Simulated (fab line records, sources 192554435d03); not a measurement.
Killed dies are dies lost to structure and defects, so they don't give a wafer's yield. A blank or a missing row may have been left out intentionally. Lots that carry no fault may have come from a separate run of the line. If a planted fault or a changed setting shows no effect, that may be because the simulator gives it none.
fab line records	flow n5_finfet
[record] lots = 24	wafers = 72	last_day = 18
route steps=1938 shown FIN_SAQP@94
lots that met no fault: taken from a fault-free run of the same line
start_h: start of the lot's first displayed wafer, in hours after the record's first day	wait_h: hours from the lot's prior step to this one	" repeats the value in the row above	L1.1+2: a row that stands for several wafers	- no value, or no start given	* or withheld: withheld	< > ~ a bound
route shown NAME@n: NAME is a module with steps in the file, n the number in the route of the first one	usual: mean/standard deviation of fault-free wafers	same: alike in all rows	chamber/n: place in a boat	sites: the reading at each site	_std_site: how widely they spread, as a standard deviation	_edge_site: mean of outer sites minus mean of inner sites	radius_mm: for every site, how far away it sits from the centre of the wafer	mask NAME#n: copy n	behind: the last tool/chamber to shape the wafer	hold: the reason the lot was held/the length of the hold in hours/how it ended	device: the n, p or np transistor that did not switch	end of line: at the end of the route, the tests of the same wafers	a step given without rows: its recipe and nothing more	killed: dies that structure and defects cost at the first sort, which is not the same as the wafer's yield	map: a wafer's dies, marking killed ones x, the rest . and places with no die _
set.NAME: the setting as run; set.NAME@STEP: as run at that earlier step	model.NAME: the simulator's own value behind a step, which no gauge read
a sample of lots followed through the steps of the route, with each step as a table and each wafer as a row
services: from which hour (start_h, from the record's first day; less than 0 if before it) a tool's chamber was out of use, for how many hours, and why
[[steps]]
[step N5_FIN_SAQP_ALD_61]
[recipe] material = SiO2	target_thk_a = 40	temp_c = 300	ald_precursor_family = BDEAS	ald_co_reactant = O2-plasma	pulse_time_s = 1	purge_time_s = 2	co_reactant_purge_time_s = 2	ald_cycles = 43	pressure_torr = 2
[usual] heater_power_w = 482/34	precursor_pulse_height_rel = 1.000/0.02
lot.wafer	tool	chamber	start_h	wait_h	heater_power_w	precursor_pulse_height_rel
L074.2	ald_sin-02	0	20.84	0.0	508	0.998
L074.3	"	2	"	"	462	0.985
L074.6	"	2	"	"	471	0.982
L075.3	ald_sin-01	3	26.36	0.0	427	1.009
L075.4	"	0	"	"	509	0.999
L075.5	"	3	"	"	421	0.989
L076.1	ald_sin-03	1	32.61	0.0	522	0.969
L076.2	"	2	"	"	557	1.019
L076.5	"	0	"	"	486	1.000
L077.2	ald_sin-01	2	38.31	0.0	474	0.997
L077.4	"	3	"	"	432	0.972
L077.5	"	2	"	"	472	1.016
L078.2	ald_sin-02	1	44.04	0.0	477	1.005
L078.5	"	1	"	"	469	1.004
L078.6	"	2	"	"	468	1.013
L079.2	ald_sin-01	3	50.70	0.0	430	1.021
L079.3	"	2	"	"	471	0.938
L079.4	"	1	"	"	426	1.024
L080.1	ald_sin-02	3	57.19	0.1	468	0.979
L080.2	"	1	"	"	463	1.008
L080.6	"	2	"	"	470	0.990
L081.2	ald_sin-02	3	62.62	0.0	473	1.014
L081.3	"	1	"	"	479	0.974
L081.4	"	1	"	"	475	0.967
L082.1	ald_sin-02	1	68.43	0.0	479	0.980
L082.2	"	3	"	"	486	1.012
L082.4	"	2	"	"	465	0.982
L083.1	ald_sin-02	2	74.97	0.0	460	1.001
L083.2	"	1	"	"	468	1.027
L083.5	"	3	"	"	469	0.971
L084.1	ald_sin-03	3	80.10	0.0	508	0.992
L084.3	"	0	"	"	507	0.983
L084.5	"	2	"	"	555	0.981
L085.3	ald_sin-03	3	86.22	0.0	509	1.036
L085.5	"	3	"	"	502	0.999
L085.6	"	0	"	"	493	0.992
L086.1	ald_sin-03	3	95.16	2.9	504	1.002
L086.4	"	2	"	"	551	0.954
L086.5	"	0	"	"	491	0.995
L087.1	ald_sin-02	0	99.56	1.0	471	0.999
L087.5	"	0	"	"	490	1.027
L087.6	"	1	"	"	499	0.962
L088.1	ald_sin-02	2	104.32	0.0	454	1.029
L088.2	"	3	"	"	460	0.976
L088.4	"	0	"	"	496	1.018
L089.2	ald_sin-03	3	110.33	0.0	498	0.978
L089.4	"	1	"	"	550	0.985
L089.5	"	3	"	"	531	0.983
L090.1	ald_sin-01	1	116.41	0.0	447	1.026
L090.4	"	3	"	"	444	1.010
L090.6	"	1	"	"	437	1.006
L091.1	ald_sin-01	0	122.22	0.1	515	0.993
L091.2	"	2	"	"	483	1.016
L091.4	"	1	"	"	454	0.980
L092.3	ald_sin-01	1	128.30	0.0	433	1.013
L092.5	"	3	"	"	429	1.021
L092.6	"	2	"	"	473	0.983
L093.4	ald_sin-02	1	134.45	0.1	497	1.007
L093.5	"	3	"	"	450	1.012
L093.6	"	2	"	"	443	1.030
L094.2	ald_sin-01	2	141.01	0.0	463	1.003
L094.4	"	1	"	"	453	0.985
L094.5	"	0	"	"	511	1.014
L095.1	ald_sin-03	0	147.39	0.1	504	1.017
L095.3	"	3	"	"	507	0.995
L095.6	"	0	"	"	500	1.000
L096.1	ald_sin-01	1	154.22	1.0	444	0.966
L096.2	"	2	"	"	478	0.978
L096.4	"	3	"	"	435	1.005
L097.1	ald_sin-01	3	160.03	0.0	434	1.032
L097.4	"	2	"	"	473	0.984
L097.6	"	0	"	"	518	0.998
[step N5_FIN_SAQP_PECVD_48]
[recipe] material = SiNx	target_thk_a = 250	temp_c = 400	precursor = SiH4/NH3/N2	pressure_torr = 1.5	rf_w = 300	time_s = 22.1
[usual] heater_power_w = 783/100	showerhead_plenum_p_Torr = 5.17/0.063	throttle_valve_pct = 41.0/1.8
lot.wafer	tool	chamber	start_h	wait_h	heater_power_w	showerhead_plenum_p_Torr	throttle_valve_pct
L074.2	pecvd-01	2	21.45	0.0	846	5.21	38.9
L074.3	"	0	"	"	646	5.07	42.2
L074.6	"	2	"	"	825	5.20	38.8
L075.3	pecvd-01	2	26.97	0.0	708	5.21	39.1
L075.4	"	1	"	"	781	5.21	44.8
L075.5	"	2	"	"	727	5.20	38.9
L076.1	pecvd-02	0	33.22	0.0	807	5.22	39.3
L076.2	"	1	"	"	938	5.21	41.6
L076.5	"	0	"	"	786	5.23	39.6
L077.2	pecvd-03	1	38.98	0.0	855	5.09	41.3
L077.4	"	0	"	"	877	5.19	39.1
L077.5	"	1	"	"	861	5.09	40.9
L078.2	pecvd-01	1	44.71	0.0	817	5.20	44.9
L078.5	"	2	"	"	827	5.20	39.1
L078.6	"	1	"	"	818	5.22	44.7
L079.2	pecvd-03	1	51.28	0.0	898	5.08	41.2
L079.3	"	0	"	"	880	5.20	39.0
L079.4	"	1	"	"	905	5.09	41.3
L080.1	pecvd-01	1	58.07	0.0	822	5.22	44.8
L080.2	"	0	"	"	633	5.08	42.6
L080.6	"	0	"	"	638	5.07	42.1
L081.2	pecvd-02	2	63.25	0.0	719	5.21	40.3
L081.3	"	1	"	"	907	5.18	41.6
L081.4	"	0	"	"	824	5.23	39.7
L082.1	pecvd-02	1	69.12	0.0	938	5.19	41.8
L082.2	"	0	"	"	691	5.24	39.5
L082.4	"	2	"	"	652	5.22	40.1
L083.1	pecvd-02	1	75.55	0.0	999	5.20	41.5
L083.2	"	0	"	"	702	5.22	39.5
L083.5	"	2	"	"	632	5.20	40.3
L084.1	pecvd-03	2	80.86	0.0	691	5.07	40.3
L084.3	"	1	"	"	863	5.09	41.4
L084.5	"	2	"	"	686	5.08	40.3
L085.3	pecvd-02	2	86.88	0.0	672	5.19	40.0
L085.5	"	2	"	"	671	5.19	40.4
L085.6	"	1	"	"	926	5.20	41.8
L086.1	pecvd-03	1	95.74	0.0	895	5.10	41.2
L086.4	"	0	"	"	777	5.20	39.4
L086.5	"	1	"	"	927	5.08	41.3
L087.1	pecvd-01	2	100.14	0.0	775	5.20	39.2
L087.5	"	0	"	"	630	5.06	42.2
L087.6	"	2	"	"	772	5.22	39.2
L088.1	pecvd-02	0	104.99	0.0	757	5.24	39.8
L088.2	"	1	"	"	960	5.19	41.6
L088.4	"	1	"	"	957	5.20	41.9
L089.2	pecvd-02	0	110.92	0.0	658	5.22	39.6
L089.4	"	2	"	"	618	5.21	40.2
L089.5	"	1	"	"	906	5.19	41.6
L090.1	pecvd-03	0	117.10	0.0	843	5.20	39.2
L090.4	"	0	"	"	868	5.19	39.3
L090.6	"	1	"	"	808	5.09	41.4
L091.1	pecvd-02	1	122.87	0.0	880	5.19	41.6
L091.2	"	0	"	"	787	5.24	39.6
L091.4	"	0	"	"	799	5.24	39.8
L092.3	pecvd-02	1	129.02	0.0	809	5.19	41.7
L092.5	"	2	"	"	733	5.21	40.4
L092.6	"	0	"	"	791	5.23	39.6
L093.4	pecvd-01	1	134.98	0.0	819	5.22	44.9
L093.5	"	2	"	"	793	5.20	39.1
L093.6	"	0	"	"	607	5.07	42.3
L094.2	pecvd-01	2	141.59	0.0	823	5.21	39.2
L094.4	"	2	"	"	837	5.21	39.4
L094.5	"	0	"	"	631	5.06	42.0
L095.1	pecvd-01	0	147.98	0.0	565	5.07	42.4
L095.3	"	2	"	"	743	5.21	39.3
L095.6	"	2	"	"	729	5.22	39.3
L096.1	pecvd-03	1	154.86	0.0	835	5.07	41.4
L096.2	"	0	"	"	898	5.19	39.4
L096.4	"	0	"	"	753	5.20	39.0
L097.1	pecvd-03	2	160.77	0.0	736	5.08	40.3
L097.4	"	0	"	"	784	5.18	39.6
L097.6	"	2	"	"	762	5.07	40.0
[step N5_FIN_SAQP_CD_MEAS_16]
[recipe] target_cd_nm = 35.6	landing_energy_ev = 500	detector = se_inlens
[usual] cd_nm = 35.5/0.3
lot.wafer	tool	chamber	start_h	wait_h	cd_nm
L074.2	cd_sem-01	0	22.07	-	36.2
L074.3	"	0	"	"	36.1
L074.6	"	0	"	"	36.3
L075.3	cd_sem-03	0	27.59	-	35.5
L075.4	"	0	"	"	35.8
L075.5	"	0	"	"	35.3
L076.1	cd_sem-03	0	33.88	-	35.3
L076.2	"	0	"	"	35.3
L076.5	"	0	"	"	35.2
L077.2	cd_sem-03	0	39.62	-	35.4
L077.4	"	0	"	"	35.3
L077.5	"	0	"	"	35.4
L078.2	cd_sem-03	0	45.33	-	35.8
L078.5	"	0	"	"	35.3
L078.6	"	0	"	"	35.3
L079.2	cd_sem-02	0	51.94	-	35.2
L079.3	"	0	"	"	35.4
L079.4	"	0	"	"	35.1
L080.1	cd_sem-01	0	58.60	-	35.8
L080.2	"	0	"	"	35.8
L080.6	"	0	"	"	35.6
L081.2	cd_sem-02	0	63.86	-	35.4
L081.3	"	0	"	"	35.6
L081.4	"	0	"	"	35.9
L082.1	cd_sem-03	0	69.61	-	35.2
L082.2	"	0	"	"	35.4
L082.4	"	0	"	"	35.2
L083.1	cd_sem-02	0	76.04	-	35.5
L083.2	"	0	"	"	35.7
L083.5	"	0	"	"	35.2
L084.1	cd_sem-03	0	81.35	-	35.6
L084.3	"	0	"	"	35.6
L084.5	"	0	"	"	35.9
L085.3	cd_sem-02	0	87.50	-	35.5
L085.5	"	0	"	"	35.7
L085.6	"	0	"	"	36.0
L086.1	cd_sem-03	0	96.35	-	35.2
L086.4	"	0	"	"	34.9
L086.5	"	0	"	"	35.1
L087.1	cd_sem-01	0	100.76	-	36.0
L087.5	"	0	"	"	35.3
L087.6	"	0	"	"	35.3
L088.1	cd_sem-03	0	105.61	-	35.7
L088.2	"	0	"	"	35.3
L088.4	"	0	"	"	35.7
L089.2	cd_sem-02	0	111.42	-	35.7
L089.4	"	0	"	"	35.4
L089.5	"	0	"	"	35.7
L090.1	cd_sem-02	0	117.73	-	35.2
L090.4	"	0	"	"	35.3
L090.6	"	0	"	"	35.0
L091.1	cd_sem-03	0	123.35	-	35.7
L091.2	"	0	"	"	35.5
L091.4	"	0	"	"	35.7
L092.3	cd_sem-03	0	129.63	-	35.6
L092.5	"	0	"	"	35.5
L092.6	"	0	"	"	35.1
L093.4	cd_sem-01	0	135.60	-	35.5
L093.5	"	0	"	"	35.4
L093.6	"	0	"	"	35.7
L094.2	cd_sem-01	0	142.20	-	35.3
L094.4	"	0	"	"	35.2
L094.5	"	0	"	"	35.1
L095.1	cd_sem-01	0	148.60	-	35.7
L095.3	"	0	"	"	35.7
L095.6	"	0	"	"	35.8
L096.1	cd_sem-01	0	155.34	-	34.7
L096.2	"	0	"	"	34.9
L096.4	"	0	"	"	35.2
L097.1	cd_sem-02	0	161.26	-	35.0
L097.4	"	0	"	"	35.4
L097.6	"	0	"	"	35.5
[step N5_FIN_SAQP_DESCUM_21]
[recipe] chemistry = O2	time_s = 7.9	source_power_w = 50	bias_power_w = 20	pressure_mtorr = 20	rf_frequency_hz = 2.712e+07	temp_c = 40	resist = CAR-ArF	o2_flow_sccm = 225
[usual] drypump_motor_current_A = 5.7/0.42	oes_product_au = 0.82/0.081	rf_vpp_V = 243.4/1.1	showerhead_plenum_p_Torr = 2.11/0.049	throttle_valve_pct = 20.49/0.19
lot.wafer	tool	chamber	start_h	wait_h	drypump_motor_current_A	oes_product_au	rf_hours_counter_h	rf_vpp_V	showerhead_plenum_p_Torr	throttle_valve_pct
L074.2	rie_diel-05	3	22.16	0.0	6.3	0.87	64	244.2	2.10	20.19
L074.3	"	1	"	"	5.7	0.80	118	243.9	2.13	20.60
L074.6	"	1	"	"	5.7	0.80	-	244.2	2.13	20.59
L075.3	rie_diel-02	2	27.68	0.0	6.3	0.68	228	241.7	1.99	20.62
L075.4	"	3	"	"	5.4	0.77	120	243.1	2.08	20.40
L075.5	"	1	"	"	6.3	0.74	-	242.8	2.06	20.48
L076.1	rie_diel-05	3	34.06	0.1	6.3	0.85	67	243.6	2.10	20.19
L076.2	"	0	"	"	5.9	0.86	48	244.3	2.13	20.59
L076.5	"	1	"	"	5.7	0.79	-	243.8	2.13	20.59
L077.2	rie_diel-05	0	39.72	0.0	5.9	0.86	49	244.2	2.13	20.60
L077.4	"	3	"	"	6.3	0.85	69	242.7	2.10	20.19
L077.5	"	2	"	"	5.3	0.96	-	243.1	2.16	20.39
L078.2	rie_diel-02	0	45.50	0.1	5.9	0.95	12	244.2	2.16	20.42
L078.5	"	0	"	"	5.9	0.94	-	243.8	2.16	20.44
L078.6	"	1	"	"	6.3	0.75	-	242.9	2.06	20.47
L079.2	rie_diel-01	3	52.16	0.2	6.1	0.97	9	243.5	2.15	20.13
L079.3	"	1	"	"	5.3	0.73	190	244.4	2.19	20.86
L079.4	"	0	"	"	5.1	0.83	74	244.0	2.11	20.30
L080.1	rie_diel-01	3	58.70	0.0	6.1	0.97	13	243.6	2.15	20.15
L080.2	"	2	"	"	5.3	0.81	117	243.0	2.04	20.80
L080.6	"	3	"	"	6.1	0.98	-	243.8	2.15	20.16
L081.2	rie_diel-01	1	63.96	0.0	5.3	0.72	195	244.2	2.19	20.87
L081.3	"	3	"	"	6.1	0.97	15	244.9	2.15	20.16
L081.4	"	0	"	"	5.1	0.81	80	243.2	2.11	20.33
L082.1	rie_diel-05	2	69.71	0.0	5.3	0.92	24	243.8	2.15	20.42
L082.2	"	3	"	"	6.3	0.84	81	245.8	2.10	20.22
L082.4	"	1	"	"	5.7	0.78	138	242.8	2.12	20.63
L083.1	rie_diel-02	3	76.14	0.0	5.4	0.76	133	244.5	2.07	20.40
L083.2	"	2	"	"	6.3	0.67	242	240.5	1.98	20.64
L083.5	"	3	"	"	5.4	0.76	-	242.7	2.08	20.41
L084.1	rie_diel-02	0	81.44	0.0	5.9	0.93	19	243.3	2.15	20.44
L084.3	"	2	"	"	6.3	0.66	243	242.7	1.98	20.62
L084.5	"	3	"	"	5.4	0.76	-	242.8	2.07	20.42
L085.3	rie_diel-02	1	87.66	0.1	6.3	0.73	194	241.7	2.05	20.48
L085.5	"	0	"	"	5.9	0.93	-	245.6	2.15	20.45
L085.6	"	3	"	"	5.4	0.76	-	243.8	2.07	20.45
L086.1	rie_diel-05	3	96.45	0.0	6.3	0.82	90	243.7	2.09	20.22
L086.4	"	0	"	"	5.9	0.83	72	243.3	2.12	20.64
L086.5	"	0	"	"	5.9	0.83	-	244.2	2.12	20.65
L087.1	rie_diel-05	0	101.44	0.6	5.9	0.82	74	244.0	2.12	20.64
L087.5	"	0	"	"	5.9	0.83	-	243.7	2.12	20.63
L087.6	"	1	"	"	5.7	0.77	-	243.7	2.12	20.65
L088.1	rie_diel-05	1	105.70	0.0	5.7	0.77	151	244.0	2.12	20.65
L088.2	"	0	"	"	5.9	0.83	76	243.6	2.12	20.65
L088.4	"	2	"	"	5.3	0.90	36	242.3	2.15	20.44
L089.2	rie_diel-02	0	111.80	0.3	5.9	0.91	29	244.9	2.15	20.47
L089.4	"	1	"	"	6.3	0.73	-	243.9	2.05	20.50
L089.5	"	3	"	"	5.4	0.75	-	242.9	2.07	20.45
L090.1	rie_diel-02	0	117.89	0.1	5.9	0.91	32	244.6	2.15	20.46
L090.4	"	0	"	"	5.9	0.91	-	242.7	2.15	20.45
L090.6	"	3	"	"	5.4	0.75	-	243.3	2.07	20.45
L091.1	rie_diel-05	3	123.48	0.1	6.3	0.82	100	243.6	2.09	20.25
L091.2	"	2	"	"	5.3	0.89	42	242.8	2.15	20.43
L091.4	"	0	"	"	5.9	0.82	82	241.6	2.12	20.66
L092.3	rie_diel-05	2	129.73	0.0	5.3	0.89	44	242.5	2.14	20.43
L092.5	"	0	"	"	6.0	0.81	-	246.3	2.12	20.65
L092.6	"	1	"	"	5.7	0.76	-	242.8	2.11	20.66
L093.4	rie_diel-05	0	135.90	0.2	5.9	0.81	87	244.4	2.12	20.65
L093.5	"	3	"	"	6.3	0.81	-	242.7	2.09	20.22
L093.6	"	2	"	"	5.3	0.89	-	242.3	2.14	20.45
L094.2	rie_diel-05	2	142.85	0.6	5.3	0.88	50	245.6	2.14	20.44
L094.4	"	0	"	"	5.9	0.81	89	242.8	2.12	20.65
L094.5	"	3	"	"	6.3	0.81	-	243.7	2.09	20.25
L095.1	rie_diel-01	0	149.04	0.4	5.1	0.78	112	243.6	2.10	20.37
L095.3	"	2	"	"	5.3	0.78	149	242.6	2.03	20.84
L095.6	"	1	"	"	5.3	0.70	-	244.5	2.18	20.91
L096.1	rie_diel-01	0	155.44	0.0	5.1	0.77	114	242.2	2.10	20.38
L096.2	"	2	"	"	5.2	0.77	153	239.3	2.02	20.85
L096.4	"	3	"	"	6.1	0.90	44	243.0	2.14	20.22
L097.1	rie_diel-01	0	161.35	0.0	5.1	0.77	116	243.6	2.10	20.38
L097.4	"	1	"	"	5.3	0.70	230	244.2	2.17	20.91
L097.6	"	3	"	"	6.1	0.89	-	243.0	2.14	20.21
[step N5_FIN_SAQP_HM_OPEN_73]
[recipe] chemistry = CHF3/O2	target = SiO2	stop_on = a-Si	target_depth_a = 120	over_etch_frac = 1.8	mask_material = SOC	time_s = 16.8	pressure_mtorr = 30	source_w = 650	bias_w = 170	Ar_flow_sccm = 200	CHF3_flow_sccm = 50	O2_flow_sccm = 5	ion_energy_ev = 200	ends = end_point
[usual] drypump_motor_current_A = 5.7/0.42	oes_product_au = 0.49/0.044	rf_vpp_V = 527/7.7	showerhead_plenum_p_Torr = 2.43/0.05	throttle_valve_pct = 18.90/0.15
lot.wafer	tool	chamber	start_h	wait_h	drypump_motor_current_A	oes_product_au	rf_hours_counter_h	rf_vpp_V	showerhead_plenum_p_Torr	throttle_valve_pct
L074.2	rie_diel-05	3	22.36	0.0	6.3	0.51	64	526	2.44	18.76
L074.3	"	1	"	"	5.7	0.48	118	533	2.43	18.88
L074.6	"	1	"	"	5.7	0.48	-	534	2.43	18.88
L075.3	rie_diel-02	2	27.88	0.0	6.3	0.41	228	516	2.30	19.02
L075.4	"	3	"	"	5.4	0.45	120	514	2.42	18.94
L075.5	"	1	"	"	6.3	0.44	-	516	2.40	19.07
L076.1	rie_diel-05	3	34.26	0.0	6.3	0.51	67	525	2.44	18.76
L076.2	"	0	"	"	5.9	0.52	48	537	2.44	18.90
L076.5	"	1	"	"	5.7	0.48	-	533	2.43	18.88
L077.2	rie_diel-05	0	39.91	0.0	5.9	0.51	49	534	2.44	18.89
L077.4	"	3	"	"	6.3	0.51	69	525	2.44	18.76
L077.5	"	2	"	"	5.3	0.57	-	530	2.47	18.74
L078.2	rie_diel-02	0	45.70	0.0	5.9	0.56	12	532	2.48	18.85
L078.5	"	0	"	"	5.9	0.56	-	530	2.48	18.83
L078.6	"	1	"	"	6.3	0.45	-	516	2.40	19.07
L079.2	rie_diel-01	3	52.36	0.0	6.1	0.56	9	531	2.48	18.54
L079.3	"	1	"	"	5.3	0.43	190	519	2.50	19.18
L079.4	"	0	"	"	5.1	0.48	74	536	2.44	18.78
L080.1	rie_diel-01	3	58.90	0.0	6.1	0.56	13	530	2.48	18.55
L080.2	"	2	"	"	5.3	0.48	117	524	2.34	19.07
L080.6	"	3	"	"	6.1	0.57	-	530	2.48	18.57
L081.2	rie_diel-01	1	64.16	0.0	5.3	0.43	195	519	2.50	19.17
L081.3	"	3	"	"	6.1	0.55	15	529	2.48	18.54
L081.4	"	0	"	"	5.1	0.49	80	537	2.44	18.80
L082.1	rie_diel-05	2	69.90	0.0	5.3	0.54	24	529	2.47	18.77
L082.2	"	3	"	"	6.3	0.50	82	526	2.44	18.78
L082.4	"	1	"	"	5.7	0.46	139	533	2.42	18.92
L083.1	rie_diel-02	3	76.34	0.0	5.4	0.45	133	513	2.41	18.96
L083.2	"	2	"	"	6.3	0.40	242	517	2.29	19.06
L083.5	"	3	"	"	5.4	0.46	-	511	2.41	18.94
L084.1	rie_diel-02	0	81.64	0.0	5.9	0.54	19	530	2.48	18.85
L084.3	"	2	"	"	6.3	0.40	243	515	2.29	19.06
L084.5	"	3	"	"	5.4	0.45	-	514	2.41	18.96
L085.3	rie_diel-02	1	87.85	0.0	6.3	0.43	194	517	2.40	19.07
L085.5	"	0	"	"	5.9	0.55	-	531	2.48	18.86
L085.6	"	3	"	"	5.4	0.44	-	513	2.41	18.95
L086.1	rie_diel-05	3	96.65	0.0	6.3	0.49	90	526	2.43	18.81
L086.4	"	0	"	"	5.9	0.51	72	534	2.44	18.93
L086.5	"	0	"	"	5.9	0.50	-	535	2.44	18.94
L087.1	rie_diel-05	0	101.64	0.0	5.9	0.51	74	535	2.43	18.94
L087.5	"	0	"	"	5.9	0.50	-	535	2.43	18.95
L087.6	"	1	"	"	5.7	0.46	-	532	2.42	18.92
L088.1	rie_diel-05	1	105.90	0.0	5.7	0.46	151	532	2.42	18.93
L088.2	"	0	"	"	5.9	0.49	76	536	2.43	18.94
L088.4	"	2	"	"	5.3	0.53	36	528	2.46	18.78
L089.2	rie_diel-02	0	112.00	0.0	5.9	0.54	29	532	2.48	18.87
L089.4	"	1	"	"	6.3	0.44	-	515	2.39	19.11
L089.5	"	3	"	"	5.4	0.45	-	514	2.41	18.97
L090.1	rie_diel-02	0	118.08	0.0	5.9	0.53	32	531	2.48	18.88
L090.4	"	0	"	"	5.9	0.53	-	532	2.48	18.88
L090.6	"	3	"	"	5.4	0.45	-	513	2.41	18.98
L091.1	rie_diel-05	3	123.68	0.0	6.4	0.48	100	526	2.43	18.80
L091.2	"	2	"	"	5.3	0.52	42	529	2.46	18.78
L091.4	"	0	"	"	5.9	0.50	82	536	2.43	18.94
L092.3	rie_diel-05	2	129.92	0.0	5.3	0.52	44	530	2.46	18.78
L092.5	"	0	"	"	5.9	0.49	-	537	2.43	18.94
L092.6	"	1	"	"	5.7	0.46	-	533	2.42	18.94
L093.4	rie_diel-05	0	136.09	0.0	5.9	0.49	87	535	2.43	18.97
L093.5	"	3	"	"	6.3	0.48	-	525	2.43	18.83
L093.6	"	2	"	"	5.3	0.53	-	530	2.46	18.80
L094.2	rie_diel-05	2	143.05	0.0	5.3	0.51	50	530	2.46	18.78
L094.4	"	0	"	"	5.9	0.48	89	535	2.43	18.96
L094.5	"	3	"	"	6.3	0.49	-	525	2.43	18.82
L095.1	rie_diel-01	0	149.24	0.0	5.1	0.46	113	535	2.43	18.83
L095.3	"	2	"	"	5.2	0.47	149	525	2.32	19.13
L095.6	"	1	"	"	5.3	0.44	-	519	2.49	19.24
L096.1	rie_diel-01	0	155.64	0.0	5.1	0.46	114	536	2.43	18.86
L096.2	"	2	"	"	5.3	0.45	153	524	2.32	19.15
L096.4	"	3	"	"	6.1	0.52	44	529	2.47	18.61
L097.1	rie_diel-01	0	161.55	0.0	5.1	0.47	116	536	2.43	18.85
L097.4	"	1	"	"	5.3	0.43	230	519	2.49	19.23
L097.6	"	3	"	"	6.1	0.53	-	529	2.47	18.62
[step N5_FIN_SAQP_MANDREL1_REMOVE_56]
[recipe] chemistry = HBr/Cl2/O2	bt_time_s = 10	target = a-Si	stop_on = SiNx	endpoint = OES-SiCl	over_etch_frac = 1	icp_w = 600	bias_w = 22	HBr_flow_sccm = 150	Cl2_flow_sccm = 80	O2_flow_sccm = 5	pressure_mtorr = 10
[usual] drypump_motor_current_A = 5.8/0.34	oes_product_au = 0.996/0.02	throttle_valve_pct = 36.62/0.25
lot.wafer	tool	chamber	start_h	wait_h	drypump_motor_current_A	oes_product_au	rf_hours_counter_h	throttle_valve_pct
L074.2	rie_si-01	0	24.17	0.1	5.5	0.982	116	36.32
L074.3	"	1	"	"	6.6	1.014	0	36.34
L074.6	"	2	"	"	5.5	0.993	-	36.53
L075.3	rie_si-01	3	32.00	0.1	5.5	0.988	146	36.88
L075.4	"	1	"	"	6.6	1.023	0	36.34
L075.5	"	0	"	"	5.5	0.987	-	36.34
L076.1	rie_si-05	0	36.05	0.1	5.8	1.021	43	36.66
L076.2	"	2	"	"	5.8	1.005	122	36.51
L076.5	"	0	"	"	5.8	1.026	-	36.62
L077.2	rie_si-05	1	41.89	0.1	6.0	0.970	120	36.57
L077.4	"	2	"	"	5.8	0.997	122	36.52
L077.5	"	2	"	"	5.9	1.000	-	36.51
L078.2	rie_si-01	1	47.58	0.1	6.6	1.018	1	36.35
L078.5	"	1	"	"	6.6	1.021	-	36.33
L078.6	"	0	"	"	5.5	0.972	-	36.34
L079.2	rie_si-01	2	54.56	0.1	5.5	0.993	5	36.52
L079.3	"	0	"	"	5.5	0.981	117	36.33
L079.4	"	3	"	"	5.6	0.999	146	36.90
L080.1	rie_si-05	1	61.26	0.1	6.0	0.975	121	36.56
L080.2	"	2	"	"	5.8	1.003	122	36.49
L080.6	"	2	"	"	5.8	0.992	-	36.51
L081.2	rie_si-05	0	66.20	0.1	5.8	1.030	43	36.65
L081.3	"	1	"	"	6.0	0.978	121	36.56
L081.4	"	3	"	"	5.7	0.980	89	37.02
L082.1	rie_si-01	3	71.70	0.1	5.5	1.000	147	36.90
L082.2	"	2	"	"	5.5	0.987	5	36.54
L082.4	"	0	"	"	5.5	0.986	117	36.33
L083.1	rie_si-05	3	78.11	0.1	5.7	0.970	89	37.04
L083.2	"	1	"	"	6.0	0.960	121	36.57
L083.5	"	1	"	"	6.0	0.959	-	36.57
L084.1	rie_si-05	3	83.43	0.1	5.7	0.984	89	37.04
L084.3	"	0	"	"	5.8	1.033	44	36.64
L084.5	"	2	"	"	5.8	1.000	-	36.51
L085.3	rie_si-01	2	90.35	0.1	5.5	0.991	5	36.54
L085.5	"	1	"	"	6.7	1.013	-	36.34
L085.6	"	0	"	"	5.5	0.981	-	36.32
L086.1	rie_si-05	2	99.56	0.1	5.8	0.987	123	36.51
L086.4	"	1	"	"	6.0	0.967	121	36.56
L086.5	"	1	"	"	6.0	0.972	-	36.55
L087.1	rie_si-06	3	103.84	0.1	5.9	1.021	61	36.42
L087.5	"	1	"	"	5.3	1.017	-	36.61
L087.6	"	2	"	"	5.0	1.002	-	37.38
L088.1	rie_si-01	0	107.92	0.1	5.5	0.985	118	36.32
L088.2	"	3	"	"	5.6	0.998	147	36.89
L088.4	"	2	"	"	5.5	0.995	6	36.54
L089.2	rie_si-05	0	114.69	0.1	5.7	1.029	44	36.64
L089.4	"	2	"	"	5.9	0.999	123	36.51
L089.5	"	2	"	"	5.9	0.995	-	36.52
L090.1	rie_si-05	2	119.82	0.1	5.8	1.004	123	36.51
L090.4	"	0	"	"	5.8	1.027	44	36.64
L090.6	"	3	"	"	5.7	0.979	-	37.02
L091.1	rie_si-01	2	125.40	0.1	5.5	0.993	6	36.54
L091.2	"	0	"	"	5.5	0.980	118	36.31
L091.4	"	3	"	"	5.6	0.998	148	36.90
L092.3	rie_si-05	0	131.71	0.1	5.8	1.023	45	36.65
L092.5	"	2	"	"	5.9	1.004	-	36.51
L092.6	"	1	"	"	6.0	0.977	-	36.56
L093.4	rie_si-05	1	138.06	0.1	6.0	0.972	122	36.56
L093.5	"	0	"	"	5.8	1.029	-	36.66
L093.6	"	3	"	"	5.7	0.981	-	37.03
L094.2	rie_si-05	3	144.81	0.1	5.7	0.983	90	37.02
L094.4	"	1	"	"	6.0	0.958	122	36.57
L094.5	"	1	"	"	6.0	0.973	-	36.57
L095.1	rie_si-06	2	151.42	0.1	5.1	0.993	40	37.39
L095.3	"	0	"	"	5.6	0.996	189	36.30
L095.6	"	0	"	"	5.6	0.981	-	36.29
L096.1	rie_si-01	2	157.33	0.1	5.5	0.998	6	36.54
L096.2	"	0	"	"	5.5	0.985	119	36.33
L096.4	"	1	"	"	6.6	1.023	3	36.33
L097.1	rie_si-01	3	163.47	0.1	5.6	1.007	149	36.90
L097.4	"	2	"	"	5.5	0.990	7	36.53
L097.6	"	3	"	"	5.6	0.996	-	36.89
[[services]]
tool	chamber	start_h	hours	kind
rie_diel-01	0	6.47	1.3	repair
rie_si-01	0	8.54	4.3	repair
pecvd-02	-	12.25	15.2	repair
ald_sin-02	-	28.00	4.3	pm
rie_diel-05	3	28.82	3.7	repair
pecvd-02	0	43.65	5.7	repair
ald_sin-02	0	43.97	33.2	repair
rie_diel-02	-	47.56	14.6	pm
ald_sin-01	-	54.38	0.6	repair
pecvd-01	-	58.70	5.5	pm
rie_diel-01	-	79.26	0.6	repair
rie_si-05	1	83.51	6.8	repair
ald_sin-02	-	85.25	14.0	pm
rie_si-01	0	90.69	2.5	repair
rie_diel-01	1	95.65	5.7	repair
rie_diel-01	2	98.62	8.0	repair
pecvd-01	-	101.96	2.1	repair
rie_diel-02	0	108.23	1.7	repair
ald_sin-02	1	114.16	11.5	repair
rie_diel-02	-	130.52	2.8	pm
ald_sin-02	0	134.15	1.8	repair
rie_diel-05	1	146.48	2.7	repair
ald_sin-01	1	146.65	5.5	repair
rie_diel-01	0	150.88	2.4	repair
[[key]]
fault none
